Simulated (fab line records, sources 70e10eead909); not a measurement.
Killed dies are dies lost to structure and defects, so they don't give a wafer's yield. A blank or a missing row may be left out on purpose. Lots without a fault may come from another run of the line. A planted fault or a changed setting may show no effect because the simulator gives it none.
Chamber matching | flow nand_harc | NHARC_A_STAIRCASE_TRIM_187 on rie_diel-03: 4 sister chambers
The step chemistry O2, time 211.2 s. 8 wafers are shown with their chamber, then 11 later ones without.

WAFERS WITH THEIR CHAMBER
wafer  | chamber | drypump_motor_current_A (A) | oes_product_au (a.u.)
L078.6 | 0       | 4.8                         | 1.003
L081.2 | 0       | 4.9                         | 1.017
L082.1 | 3       | 5.8                         | 1.009
L082.6 | 3       | 5.8                         | 1.021
L089.2 | 2       | 6.2                         | 0.980
L089.4 | 1       | 6.3                         | 1.010
L089.6 | 2       | 6.2                         | 0.976
L093.1 | 1       | 6.3                         | 1.000

WAFERS WITHOUT THEIR CHAMBER
wafer  | drypump_motor_current_A (A) | oes_product_au (a.u.)
L093.3 | 6.2                         | 0.986
L093.6 | 6.3                         | 0.999
L094.1 | 5.8                         | 1.034
L094.4 | 4.8                         | 0.989
L094.5 | 6.3                         | 1.009
L095.1 | 5.8                         | 1.027
L095.3 | 4.8                         | 0.995
L095.6 | 6.3                         | 1.013
L097.1 | 4.8                         | 1.003
L097.3 | 5.8                         | 1.023
L097.5 | 6.3                         | 1.011

WHICH CHAMBER EACH WENT THROUGH
wafer  | from the rows above | in truth
L093.3 | 2                   | 2
L093.6 | 1                   | 1
L094.1 | 3                   | 3
L094.4 | 0                   | 0
L094.5 | 1                   | 1
L095.1 | 3                   | 3
L095.3 | 0                   | 0
L095.6 | 1                   | 1
L097.1 | 0                   | 0
L097.3 | 3                   | 3
L097.5 | 1                   | 1
Placed correctly: 11 of 11. Can't be placed from these rows: 0. Placed wrongly: 0.
How it was worked out, from the rows above alone: a wafer's distance from a chamber is the root of the sum, over the readings, of the square of ((its reading less the chamber's mean) divided by the reading's scatter). The wafer belongs to the nearest chamber; if the next one is less than 2 further off, it can't be placed. A chamber's mean is the mean of its shown wafers. The scatter: the root of (the sum of the squares of (reading less its chamber's mean) over the shown wafers, divided by (wafers less chambers)).
